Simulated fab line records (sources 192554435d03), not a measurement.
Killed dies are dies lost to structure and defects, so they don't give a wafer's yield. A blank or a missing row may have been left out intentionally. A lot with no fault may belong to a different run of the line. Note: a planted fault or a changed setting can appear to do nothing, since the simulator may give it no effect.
2 desks looking at one fault	flow n5_finfet	each desk has only its own numbers; what lay behind them comes last

== AT THE METROLOGY DESK ==
What the gauges read for every lot (on any tool): the sampled wafers with a number, averaged. A lot is out of limits, marked OUT, if its mean lies more than 4 standard deviations from the usual mean; the brackets give that distance. Of its 12 readings 7 are shown: those that lie furthest out on some lot.
Columns: A = trench_depth_nm at N5_BEOL_M1_OCD_MEAS_38, usual 55.1 nm; B = DIBL_P at N5_BEOL_M4_RC_MEAS_101, usual 35.8 mV/V; C = IOFF_P at N5_BEOL_M4_RC_MEAS_101, usual 0.21 nA/um; D = ION_P at N5_BEOL_M4_RC_MEAS_101, usual 465 uA/um; E = SS_P at N5_BEOL_M4_RC_MEAS_101, usual 73.2 mV/dec; F = VT_N at N5_BEOL_M4_RC_MEAS_101, usual 249 mV; G = VT_P at N5_BEOL_M4_RC_MEAS_101, usual -250 mV
lot	first seen here	A	B	C	D	E	F	G
L581	day 6 11:26	55.5	36.3	0.22	465	73.8	246	-249
L586	day 7 06:23	56.2	36.9	0.25	466	74.3	247	-248
L587	day 7 12:56	54.9	34.6	0.17	452	72.9	250	-253
L589	day 8 05:17	54.6	36.0	0.26	477	73.1	250	-244
L590	day 8 10:23	56.1	32.4	0.14	451	72.6	256	-258
L592	day 9 03:11	55.9	36.3	0.21	472	72.6	247	-249
L601	day 11 09:31	52.5	34.8	0.21	466	72.8	251	-249
L603	day 11 18:28	55.0	38.1	0.24	473	73.7	245	-248
L604	day 12 03:48	54.9	37.9	0.24	473	73.6	248	-249
This desk's finding: nothing out of limits on any of the 9 lots.

== DESK OF THE TOOL OWNER: rie_diel-06 ==
The tool's own readings at N5_BEOL_M1_TRENCH_ETCH_37 (etches SiOC in C4F6/O2, target depth 55.207 nm, time 29 s): means of the sampled wafers that have a number, for each lot that ran on this tool. A lot is out of limits, marked OUT, if its mean lies more than 4 standard deviations from the usual mean; the brackets give that distance.
Columns: A = drypump_motor_current_A at N5_BEOL_M1_TRENCH_ETCH_37, usual 5.9 A; B = oes_f_703_au at N5_BEOL_M1_TRENCH_ETCH_37, usual 0.80 a.u.; C = oes_product_au at N5_BEOL_M1_TRENCH_ETCH_37, usual 0.81 a.u.; D = rf_vpp_V at N5_BEOL_M1_TRENCH_ETCH_37, usual 667 V; E = run_length_s at N5_BEOL_M1_TRENCH_ETCH_37, usual 52.2 s; F = showerhead_plenum_p_Torr at N5_BEOL_M1_TRENCH_ETCH_37, usual 2.82 Torr; G = throttle_valve_pct at N5_BEOL_M1_TRENCH_ETCH_37, usual 20.84 %
lot	first seen here	A	B	C	D	E	F	G
L587	day 8 05:26	5.7	0.82	0.81	661	52.4	2.83	20.85
L601	day 11 17:31	6.1	0.83	0.81	652	50.6	2.80	20.80
This desk's finding: nothing out of limits on any of the 2 lots.

== ALL TOGETHER ==
At the metrology desk, nothing out of limits was observed.
The tool owner's desk saw nothing out of limits.

== WHAT HAD BEEN PUT IN BY THE SIMULATOR ==
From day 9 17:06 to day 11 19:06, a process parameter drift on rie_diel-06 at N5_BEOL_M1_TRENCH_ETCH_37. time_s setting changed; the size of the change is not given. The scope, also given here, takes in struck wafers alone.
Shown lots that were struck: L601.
